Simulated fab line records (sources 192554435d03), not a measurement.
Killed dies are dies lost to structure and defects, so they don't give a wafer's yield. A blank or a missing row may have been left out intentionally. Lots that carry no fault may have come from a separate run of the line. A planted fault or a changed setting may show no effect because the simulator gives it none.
fab line records	flow n5Finfet
record lots=7	wafers=21
route steps=1938 shown MOL_CONTACT_COAG@565 BEOL_M0_SAQP@646 BEOL_M1@754
startH: the number of hours between the record's first day and the start of the first shown wafer of the lot	waitH: how many hours have passed since the lot's step before this one	" repeats the value in the row above	L1.1+2: a single row standing in for several wafers	- either no value or no given start	* or withheld: withheld	< > ~ a bound
route shown NAME@n: a module of which the file shows steps, and the number in the route of the first	usual: mean and standard deviation over wafers with no fault	same: alike in all rows	chamber/n: place in a boat	sites: the reading at each site	_std_site: the values' standard deviation	_edge_site: inner sites' mean taken away from outer sites' mean	radiusMm: how far each site lies from the wafer's centre	mask NAME#n: copy n	behind: the most recent tool/chamber to have shaped the wafer	hold: why the lot went on hold/how many hours it stayed there/how the hold came to an end	device: which transistor (n, p or np) failed to switch	end of line: at the end of the route, the tests of the same wafers	where a step has no rows: the recipe by itself	killed: not the wafer's yield, but the dies lost to structure and defects at the first sort	map: a wafer's dies, marking killed ones x, the rest . and places with no die _
set.NAME: setting as actually run; set.NAME@STEP: the setting as run at that earlier step	model.NAME: the simulator's own value behind a step, which no gauge read
lots run with intentionally changed settings; tables by step, rows by wafer
## steps
# step N5_MOL_CONTACT_COAG_COAT_76
# recipe resist=SiARC	tempC=220	timeS=60	spinRpm=1500	resistThkNm=10
lot.wafer	tool	chamber	startH	waitH	set.spinRpm	model.SiARC_of_MOL_CONTACT_COAG_COAT_76.thkNm
L077.1+3+5	lithoTrack-01	0	-	-	1500	10
L082.1	lithoTrack-03	0	-	-	1500	10
L082.3+5	"	0	"	"	1398	10.4
L087.2+3	lithoTrack-04	0	-	-	1593	9.8
L087.5	"	0	"	"	1500	10
L092.3+4	lithoTrack-04	0	-	-	1381	10.4
L092.6	"	0	"	"	1500	10
L094.1+3+4	lithoTrack-03	0	-	-	1500	10
L095.1	lithoTrack-04	0	-	-	1369	10.4
L095.2	"	0	"	"	1369	10.6
L095.3	"	0	"	"	1500	10
L097.3+4	lithoTrack-01	0	-	-	1350	10.6
L097.6	"	0	"	"	1500	10
# step N5_MOL_CONTACT_COAG_COAT_77
# recipe resist=underlayer	tempC=205	timeS=60	spinRpm=1500	resistThkNm=10
# step N5_MOL_CONTACT_COAG_COAT_78
# recipe resist=CAR-EUV	spinRpm=1500	resistThkNm=40
# step N5_MOL_CONTACT_COAG_DESCUM_88
# recipe chemistry=O2	timeS=7	sourcePowerW=50	biasPowerW=20	pressureMtorr=20	rfFrequencyHz=2.712e+07	tempC=40	resist=CAR-EUV	o2FlowSccm=225
# step N5_MOL_CONTACT_COAG_ETCH_89
# recipe chemistry=N2/H2	target=underlayer	targetDepthA=130	maskMaterial=CAR-EUV	timeS=10.4	ionEnergyEv=200	pressureMtorr=30	sourceW=840	biasW=150	n2FlowSccm=200	h2FlowSccm=200	ends=cleared
# step N5_MOL_CONTACT_COAG_ETCH_90
# recipe chemistry=CF4	target=SiARC	targetDepthA=130	maskMaterial=CAR-EUV	timeS=21.7	ionEnergyEv=80	pressureMtorr=40	sourceW=545	biasW=36	Ar_flow_sccm=100	cf4FlowSccm=100	ends=cleared
# usual etchRfOnTimeS=21.8/0.45
lot.wafer	tool	chamber	startH	waitH	set.spinRpm@MOL_CONTACT_COAG_COAT_76	etchRfOnTimeS	model.etch.depthNm	model.CAR-EUV_of_MOL_CONTACT_COAG_COAT_78.thkNm
L077.1	rieDiel-04	2	115.50	0.0	1500	21.1	9.962	17
L077.3	"	0	"	"	1500	20.8	9.941	17
L077.5	"	0	"	"	1500	21.3	9.93	17
L082.1	rieDiel-04	2	151.71	0.0	1500	21.8	10.07	17
L082.3	"	0	"	"	1398	22.2	10.37	16.8
L082.5	"	3	"	"	1398	22.1	10.42	16.8
L087.2	rieDiel-04	1	178.69	0.0	1593	20.6	9.722	17.2
L087.3	"	2	"	"	1593	20.9	9.708	17.2
L087.5	"	0	"	"	1500	21.4	10.02	17
L092.3	rieDiel-06	3	205.27	0.0	1381	22.8	10.44	16.6
L092.4	"	1	"	"	1381	22.3	10.42	16.6
L092.6	"	2	"	"	1500	22.0	9.993	17
L094.1	rieDiel-03	2	217.23	0.0	1500	22.2	10.04	17
L094.3	"	3	"	"	1500	21.7	10	17
L094.4	"	2	"	"	1500	22.0	10.02	17
L095.1	rieDiel-06	2	228.90	0.0	1369	22.6	10.47	16.6
L095.2	"	1	"	"	1369	22.2	10.51	16.6
L095.3	"	0	"	"	1500	21.7	9.995	17
L097.3	rieDiel-03	2	242.31	0.0	1350	23.1	10.54	16.6
L097.4	"	1	"	"	1350	22.9	10.52	16.4
L097.6	"	1	"	"	1500	21.9	10.02	17
# step N5_MOL_CONTACT_COAG_ALD_131
# recipe material=SiO2	targetThkA=50	tempC=100	aldPrecursorFamily=BDEAS	aldCoReactant=O2-plasma	pulseTimeS=1	coReactantPulseTimeS=1	purgeTimeS=2	coReactantPurgeTimeS=2	aldCycles=35	pressureTorr=2
# step N5_MOL_CONTACT_COAG_ETCHBACK_132
# recipe chemistry=CHF3	target=SiO2	targetDepthA=100	timeS=6.7	ionEnergyEv=200	pressureMtorr=30	sourceW=610	biasW=170	Ar_flow_sccm=200	CHF3_flow_sccm=50
lot.wafer	tool	chamber	startH	waitH	set.spinRpm@MOL_CONTACT_COAG_COAT_76	model.CAR-EUV_of_MOL_CONTACT_COAG_COAT_78.thkNm
L077.1+3+5	rieDiel-06	1,2,1	115.76	0.1	1500	15.6
L082.1	rieDiel-03	0	151.98	0.1	1500	15.6
L082.3+5	"	1,0	"	"	1398	15.4
L087.2+3	rieDiel-04	0,2	179.23	0.3	1593	15.8
L087.5	"	1	"	"	1500	15.6
L092.3+4	rieDiel-06	2,1	205.53	0.1	1381	15.2
L092.6	"	0	"	"	1500	15.6
L094.1+3+4	rieDiel-06	0,2,3	217.51	0.1	1500	15.6
L095.1	rieDiel-04	3	229.19	0.1	1369	15.2
L095.2	"	1	"	"	1369	15
L095.3	"	2	"	"	1500	15.6
L097.3	rieDiel-04	2	242.86	0.1	1350	15.2
L097.4	"	0	"	"	1350	15
L097.6	"	0	"	"	1500	15.6
# step N5_MOL_CONTACT_COAG_ETCH_91
# recipe chemistry=N2/H2	target=SOC	targetDepthA=600	overetchA=210	maskMaterial=SiARC	tempC=40	timeS=101.2	ionEnergyEv=200	pressureMtorr=30	sourceW=840	biasW=150	n2FlowSccm=200	h2FlowSccm=200
lot.wafer	tool	chamber	startH	waitH	set.spinRpm@MOL_CONTACT_COAG_COAT_76	model.SiARC_of_MOL_CONTACT_COAG_COAT_76.thkNm
L077.1+3+5	rieDiel-06	1,2,1	115.79	0.0	1500	5.8
L082.1	rieDiel-03	0	152.02	0.0	1500	6
L082.3	"	1	"	"	1398	6.4
L082.5	"	0	"	"	1398	6.2
L087.2+3	rieDiel-04	0,2	179.26	0.0	1593	5.6
L087.5	"	1	"	"	1500	5.8
L092.3+4	rieDiel-06	2,1	205.56	0.0	1381	6.2
L092.6	"	0	"	"	1500	6
L094.1	rieDiel-06	0	217.55	0.0	1500	6
L094.3+4	"	2,3	"	"	1500	5.8
L095.1+2	rieDiel-04	3,1	229.22	0.0	1369	6.2
L095.3	"	2	"	"	1500	5.8
L097.3+4	rieDiel-04	2,0	242.90	0.0	1350	6.4
L097.6	"	0	"	"	1500	5.8
# step N5_MOL_CONTACT_COAG_STRIP_92
# recipe chemistry=N2/H2	tempC=40	n2FlowSccm=200	h2FlowSccm=200	rfFrequencyHz=6e+07
# step N5_MOL_CONTACT_COAG_STRIP_93
# recipe chemistry=N2/H2	tempC=40	n2FlowSccm=200	h2FlowSccm=200	rfFrequencyHz=6e+07
# step N5_MOL_CONTACT_COAG_ETCHBACK_135
# recipe chemistry=CHF3	target=SiO2	targetDepthA=250	timeS=16.7	ionEnergyEv=200	pressureMtorr=30	sourceW=610	biasW=170	Ar_flow_sccm=200	CHF3_flow_sccm=50
# step N5_MOL_CONTACT_COAG_STRIP_118
# recipe chemistry=CHF3	resist=SiARC	rfFrequencyHz=6e+07
# step N5_MOL_CONTACT_COAG_VIA_ETCH_46
# recipe chemistry=C4F6/O2	targetDepthA=460	overetchA=92	maskMaterial=SOC	target=SiO2	biasW=455	pressureMtorr=10	timeS=40	sourceW=325	Ar_flow_sccm=300	C4F6_flow_sccm=10	O2_flow_sccm=10	ionEnergyEv=575.3	ends=endPoint
lot.wafer	tool	chamber	startH	waitH	set.tempC@MOL_CONTACT_COAG_PECVD_31	model.etch.depthNm
L077.1	rieDiel-06	1	115.91	0.0	416.9	41.45
L077.3	"	2	"	"	416.9	40.49
L077.5	"	1	"	"	400	46.95
L082.1	rieDiel-03	0	152.14	0.0	400	46.17
L082.3	"	1	"	"	410.1	43.85
L082.5	"	0	"	"	400	47.12
L087.2	rieDiel-04	0	179.38	0.0	417	41.09
L087.3	"	2	"	"	417	41.55
L087.5	"	1	"	"	400	46.32
L092.3	rieDiel-06	2	205.69	0.0	400	46.66
L092.4	"	1	"	"	385.3	49.97
L092.6	"	0	"	"	385.3	50.62
L094.1	rieDiel-06	0	217.67	0.0	400	46.42
L094.3	"	2	"	"	400	46.43
L094.4	"	3	"	"	400	46.98
L095.1	rieDiel-04	3	229.35	0.0	392.6	48.33
L095.2	"	1	"	"	392.6	48.44
L095.3	"	2	"	"	400	46.65
L097.3	rieDiel-04	2	243.02	0.0	400	46.28
L097.4	"	0	"	"	400	46.79
L097.6	"	0	"	"	400	47.76
# step N5_BEOL_M0_SAQP_EXPOSE_11
# recipe maskId=M0_CORE	na=1.35	sourceShape=dipole	sigmaInner=0.538	sigmaOuter=0.738	polarization=te	targetCdNm=42	doseMj=55
lot.wafer	tool	chamber	startH	waitH	mask	set.doseMj
L077.1	arfiScanner-03	0	125.09	-	M0_CORE#0	55
L077.3+5	"	0	"	"	M0_CORE#0	51.62
L082.1	arfiScanner-02	0	160.02	-	M0_CORE#0	56.98
L082.3+5	"	0	"	"	M0_CORE#0	55
L087.2	arfiScanner-01	0	187.34	-	M0_CORE#0	58.32
L087.3+5	"	0	"	"	M0_CORE#0	55
L092.3+4+6	arfiScanner-01	0	213.60	-	M0_CORE#0	55
L094.1+3+4	arfiScanner-02	0	225.08	-	M0_CORE#0	55
L095.1	arfiScanner-01	0	236.47	-	M0_CORE#0	58.42
L095.2+3	"	0	"	"	M0_CORE#0	55
L097.3+4+6	arfiScanner-01	0	250.07	-	M0_CORE#0	58.04
# step N5_BEOL_M0_SAQP_PEB_12
# recipe pebTempC=withheld	pebTimeS=60	resist=CAR-ArF
# step N5_BEOL_M0_SAQP_DEVELOP_13
# recipe developTimeS=30	developer=TMAH	resist=CAR-ArF	devTempC=23	rinseLiquid=diw	dry=airSpin
# step N5_BEOL_M0_SAQP_CD_MEAS_14
# recipe targetCdNm=42.5	landingEnergyEv=500	detector=seInlens
# usual cdNm=42.5/0.31
lot.wafer	tool	chamber	startH	waitH	set.doseMj@BEOL_M0_SAQP_EXPOSE_11	cdNm
L077.1	cdSem-03	0	125.21	-	55	42.3
L077.3	"	0	"	"	51.62	44.7
L077.5	"	0	"	"	51.62	44.8
L082.1	cdSem-02	0	160.14	-	56.98	40.7
L082.3	"	0	"	"	55	42.3
L082.5	"	0	"	"	55	42.0
L087.2	cdSem-03	0	187.46	-	58.32	41.1
L087.3	"	0	"	"	55	42.2
L087.5	"	0	"	"	55	42.6
L092.3	cdSem-02	0	213.72	-	55	42.2
L092.4	"	0	"	"	55	42.3
L092.6	"	0	"	"	55	42.8
L094.1	cdSem-01	0	225.21	-	55	43.1
L094.3	"	0	"	"	55	42.5
L094.4	"	0	"	"	55	42.5
L095.1	cdSem-03	0	236.59	-	58.42	40.8
L095.2	"	0	"	"	55	42.7
L095.3	"	0	"	"	55	42.4
L097.3	cdSem-01	0	250.19	-	58.04	40.9
L097.4	"	0	"	"	58.04	40.6
L097.6	"	0	"	"	58.04	40.8
# step N5_BEOL_M0_SAQP_EXPOSE_37
# recipe maskId=M0_CUT1	na=0.33	sourceShape=annular	sigmaInner=0.35	sigmaOuter=0.8	polarization=unpolarized	targetCdNm=30	doseMj=44.75
lot.wafer	tool	chamber	startH	waitH	mask	set.doseMj
L077.1+3+5	euvScanner-01	0	128.79	-	M0_CUT1#0	44.75
L082.1+3+5	euvScanner-02	0	163.97	-	M0_CUT1#0	44.75
L087.2	euvScanner-01	0	191.58	-	M0_CUT1#0	44.75
L087.3+5	"	0	"	"	M0_CUT1#0	43.24
L092.3+6	euvScanner-02	0	217.35	-	M0_CUT1#0	42.27
L092.4	"	0	"	"	M0_CUT1#0	44.75
L094.1+3+4	euvScanner-01	0	229.02	-	M0_CUT1#0	44.75
L095.1+3	euvScanner-01	0	240.18	-	M0_CUT1#0	44.75
L095.2	"	0	"	"	M0_CUT1#0	47.83
L097.3	euvScanner-02	0	254.42	-	M0_CUT1#0	44.75
L097.4+6	"	0	"	"	M0_CUT1#0	42.41
# step N5_BEOL_M0_SAQP_PEB_38
# recipe pebTempC=100	pebTimeS=60	resist=CAR-EUV
# step N5_BEOL_M0_SAQP_DEVELOP_39
# recipe developTimeS=30	developer=TMAH	resist=CAR-EUV	rinseLiquid=surfactantRinse	dry=airSpin	devTempC=23
# step N5_BEOL_M0_SAQP_CD_MEAS_40
# recipe targetCdNm=30	landingEnergyEv=500	detector=seInlens
# usual cdNm=30.04/0.22
lot.wafer	tool	chamber	startH	waitH	set.doseMj@BEOL_M0_SAQP_EXPOSE_37	cdNm
L077.1	cdSem-03	0	128.93	-	44.75	30.19
L077.3	"	0	"	"	44.75	30.21
L077.5	"	0	"	"	44.75	30.11
L082.1	cdSem-03	0	164.10	-	44.75	30.20
L082.3	"	0	"	"	44.75	30.09
L082.5	"	0	"	"	44.75	30.12
L087.2	cdSem-01	0	191.70	-	44.75	30.15
L087.3	"	0	"	"	43.24	29.41
L087.5	"	0	"	"	43.24	29.42
L092.3	cdSem-02	0	217.48	-	42.27	28.55
L092.4	"	0	"	"	44.75	30.01
L092.6	"	0	"	"	42.27	28.63
L094.1	cdSem-03	0	229.16	-	44.75	30.20
L094.3	"	0	"	"	44.75	29.70
L094.4	"	0	"	"	44.75	29.97
L095.1	cdSem-03	0	240.31	-	44.75	29.60
L095.2	"	0	"	"	47.83	31.22
L095.3	"	0	"	"	44.75	30.11
L097.3	cdSem-03	0	254.54	-	44.75	30.14
L097.4	"	0	"	"	42.41	28.77
L097.6	"	0	"	"	42.41	29.23
# step N5_BEOL_M0_SAQP_DESCUM_45
# recipe chemistry=O2	timeS=7	sourcePowerW=50	biasPowerW=20	pressureMtorr=20	rfFrequencyHz=2.712e+07	tempC=40	resist=CAR-EUV	o2FlowSccm=225
lot.wafer	tool	chamber	startH	waitH	set.timeS	set.doseMj@BEOL_M0_SAQP_EXPOSE_37	model.BEOL_M0_SAQP.cdNm
L077.1+3	rieDiel-05	2,0	129.21	0.2	7	44.75	30.2
L077.5	"	2	"	"	7	44.75	30
L082.1	rieDiel-05	0	164.22	0.0	7	44.75	30.2
L082.3+5	"	1,3	"	"	7	44.75	30
L087.2	rieDiel-05	1	192.05	0.3	7.506	44.75	30
L087.3+5	"	2,0	"	"	7	43.24	29.4
L092.3+6	rieDiel-05	2,1	217.91	0.4	7	42.27	28.6
L092.4	"	0	"	"	7	44.75	30.2
L094.1	rieDiel-05	1	229.33	0.1	7	44.75	29.8
L094.3+4	"	2,3	"	"	7	44.75	30
L095.1	rieDiel-05	1	240.44	0.0	8.187	44.75	29.8
L095.2	"	3	"	"	7	47.83	31.2
L095.3	"	2	"	"	8.187	44.75	30.2
L097.3	rieDiel-02	1	254.66	0.0	7	44.75	30
L097.4+6	"	0	"	"	7	42.41	29
# step N5_BEOL_M0_SAQP_ETCH_88
# recipe chemistry=N2/H2	target=underlayer	targetDepthA=65	timeS=5.2	ionEnergyEv=200	maskMaterial=CAR-EUV	pressureMtorr=30	sourceW=840	biasW=150	n2FlowSccm=200	h2FlowSccm=200	ends=cleared
# step N5_BEOL_M0_SAQP_ETCH_73
# recipe chemistry=CF4	target=SiARC	targetDepthA=195	maskMaterial=CAR-EUV	timeS=32.5	ionEnergyEv=80	pressureMtorr=40	sourceW=545	biasW=36	Ar_flow_sccm=100	cf4FlowSccm=100	ends=cleared
# step N5_BEOL_M0_SAQP_CUT_ETCH_46
# recipe chemistry=N2/H2	target=SOC	targetDepthA=1350	overetchA=270	tempC=40	timeS=202.5	ionEnergyEv=200	maskMaterial=SiARC	pressureMtorr=30	sourceW=840	biasW=150	n2FlowSccm=200	h2FlowSccm=200
lot.wafer	tool	chamber	startH	waitH	set.doseMj@BEOL_M0_SAQP_EXPOSE_37	model.BEOL_M0_SAQP.cdNm
L077.1+5	rieDiel-05	2	129.29	0.0	44.75	29.8
L077.3	"	0	"	"	44.75	30.2
L082.1	rieDiel-05	0	164.31	0.0	44.75	30
L082.3+5	"	1,3	"	"	44.75	29.8
L087.2	rieDiel-05	1	192.14	0.0	44.75	30.2
L087.3+5	"	2,0	"	"	43.24	29.4
L092.3	rieDiel-05	2	218.00	0.0	42.27	28.6
L092.4	"	0	"	"	44.75	30.4
L092.6	"	1	"	"	42.27	28.8
L094.1+4	rieDiel-05	1,3	229.41	0.0	44.75	29.6
L094.3	"	2	"	"	44.75	29.8
L095.1	rieDiel-05	1	240.52	0.0	44.75	29.6
L095.2	"	3	"	"	47.83	31.2
L095.3	"	2	"	"	44.75	30
L097.3	rieDiel-02	1	254.74	0.0	44.75	30
L097.4	"	0	"	"	42.41	29.4
L097.6	"	0	"	"	42.41	29.2
# step N5_BEOL_M0_SAQP_STRIP_74
# recipe chemistry=N2/H2	tempC=40	n2FlowSccm=200	h2FlowSccm=200	rfFrequencyHz=6e+07
# step N5_BEOL_M0_SAQP_STRIP_89
# recipe chemistry=N2/H2	tempC=40	n2FlowSccm=200	h2FlowSccm=200	rfFrequencyHz=6e+07
# step N5_BEOL_M0_SAQP_ALD_48
# recipe material=SiO2	targetThkA=200	tempC=100	aldPrecursorFamily=BDEAS	aldCoReactant=O2-plasma	pulseTimeS=1	coReactantPulseTimeS=1	purgeTimeS=2	coReactantPurgeTimeS=2	aldCycles=139	pressureTorr=2
# step N5_BEOL_M0_SAQP_ETCH_49
# recipe chemistry=CF4/O2	targetDepthA=370	target=SiO2	pressureMtorr=40	sourceW=535	biasW=49	Ar_flow_sccm=100	cf4FlowSccm=100	O2_flow_sccm=10	ionEnergyEv=100
lot.wafer	tool	chamber	startH	waitH	set.doseMj@BEOL_M0_SAQP_EXPOSE_37	model.BEOL_M0_SAQP.cdNm
L077.1	rieDiel-01	1	130.02	0.3	44.75	29.6
L077.3	"	0	"	"	44.75	30.2
L077.5	"	2	"	"	44.75	29.8
L082.1	rieDiel-05	3	165.75	0.3	44.75	30
L082.3+5	"	0,3	"	"	44.75	29.8
L087.2	rieDiel-05	0	192.90	0.3	44.75	30.2
L087.3+5	"	1,0	"	"	43.24	29.4
L092.3	rieDiel-02	0	218.88	0.4	42.27	28.6
L092.4	"	1	"	"	44.75	30.4
L092.6	"	2	"	"	42.27	28.8
L094.1+4	rieDiel-05	2,0	230.14	0.3	44.75	29.6
L094.3	"	1	"	"	44.75	29.8
L095.1	rieDiel-01	0	241.25	0.3	44.75	29.4
L095.2	"	3	"	"	47.83	31.4
L095.3	"	2	"	"	44.75	30.2
L097.3	rieDiel-01	0	255.47	0.3	44.75	30
L097.4	"	3	"	"	42.41	29.4
L097.6	"	1	"	"	42.41	29.2
# step N5_BEOL_M1_HM_DEP_02
# recipe material=TiN	targetThkA=200	tempC=25	chamberPressurePa=0.49996
lot.wafer	tool	chamber	startH	waitH	set.targetThkA	model.TiN_of_BEOL_M1_HM_DEP_02.thkNm
L077.1	pvdSputter-02	-	138.57	0.0	200	20
L077.3	"	-	"	"	185.7	18.8
L077.5	"	-	"	"	185.7	18.6
L082.1	pvdSputter-02	-	172.58	0.0	219.8	22.4
L082.3	"	-	"	"	219.8	22.2
L082.5	"	-	"	"	200	20.4
L087.2+3	pvdSputter-03	-	198.78	0.4	200	20
L087.5	"	-	"	"	186.1	18.6
L092.3	pvdSputter-01	-	227.91	1.7	200	20.2
L092.4	"	-	"	"	200	19.6
L092.6	"	-	"	"	226.1	22.4
L094.1+4	pvdSputter-03	-	237.52	1.7	200	20.2
L094.3	"	-	"	"	200	20
L095.1	pvdSputter-03	-	249.31	0.6	176.8	17.4
L095.2+3	"	-	"	"	200	19.8
L097.3	pvdSputter-02	-	262.36	0.7	200	20
L097.4+6	"	-	"	"	182	18.2
## key
split step=N5_MOL_CONTACT_COAG_COAT_76	setting=spinRpm	stated=1500	by=wafer
response step=N5_MOL_CONTACT_COAG_COAT_76	reading=model.SiARC_of_MOL_CONTACT_COAG_COAT_76.thkNm	change=-0.054	per=1%	r=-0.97
response step=N5_MOL_CONTACT_COAG_ETCH_90	reading=etchRfOnTimeS	change=*	per=1%	r=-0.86
response step=N5_MOL_CONTACT_COAG_ETCH_90	reading=model.etch.depthNm	change=-0.0527	per=1%	r=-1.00
response step=N5_MOL_CONTACT_COAG_ETCH_90	reading=model.CAR-EUV_of_MOL_CONTACT_COAG_COAT_78.thkNm	change=+0.044	per=1%	r=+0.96
response step=N5_MOL_CONTACT_COAG_ETCHBACK_132	reading=model.CAR-EUV_of_MOL_CONTACT_COAG_COAT_78.thkNm	change=+0.0467	per=1%	r=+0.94
response step=N5_MOL_CONTACT_COAG_ETCH_91	reading=model.SiARC_of_MOL_CONTACT_COAG_COAT_76.thkNm	change=-0.0443	per=1%	r=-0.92
split step=N5_BEOL_M0_SAQP_EXPOSE_11	setting=doseMj	stated=55	by=wafer
response step=N5_BEOL_M0_SAQP_CD_MEAS_14	reading=cdNm	change=-0.317	per=1%	r=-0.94
split step=N5_BEOL_M0_SAQP_EXPOSE_37	setting=doseMj	stated=44.75	by=wafer
response step=N5_BEOL_M0_SAQP_CD_MEAS_40	reading=cdNm	change=+0.221	per=1%	r=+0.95
response step=N5_BEOL_M0_SAQP_DESCUM_45	reading=model.BEOL_M0_SAQP.cdNm	change=+0.209	per=1%	r=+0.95
response step=N5_BEOL_M0_SAQP_CUT_ETCH_46	reading=model.BEOL_M0_SAQP.cdNm	change=+0.218	per=1%	r=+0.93
response step=N5_BEOL_M0_SAQP_ETCH_49	reading=model.BEOL_M0_SAQP.cdNm	change=+0.229	per=1%	r=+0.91
split step=N5_BEOL_M0_SAQP_DESCUM_45	setting=timeS	stated=7	by=wafer
response none clear
split step=N5_BEOL_M1_HM_DEP_02	setting=targetThkA	stated=200	by=wafer
response step=N5_BEOL_M1_HM_DEP_02	reading=model.TiN_of_BEOL_M1_HM_DEP_02.thkNm	change=+0.196	per=1%	r=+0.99
split outsideThisFile step=N5_MOL_CONTACT_COAG_PECVD_31 setting=tempC
# split outsideThisFile: this setting was split too, and the file shows its column; the key of that split is in another file
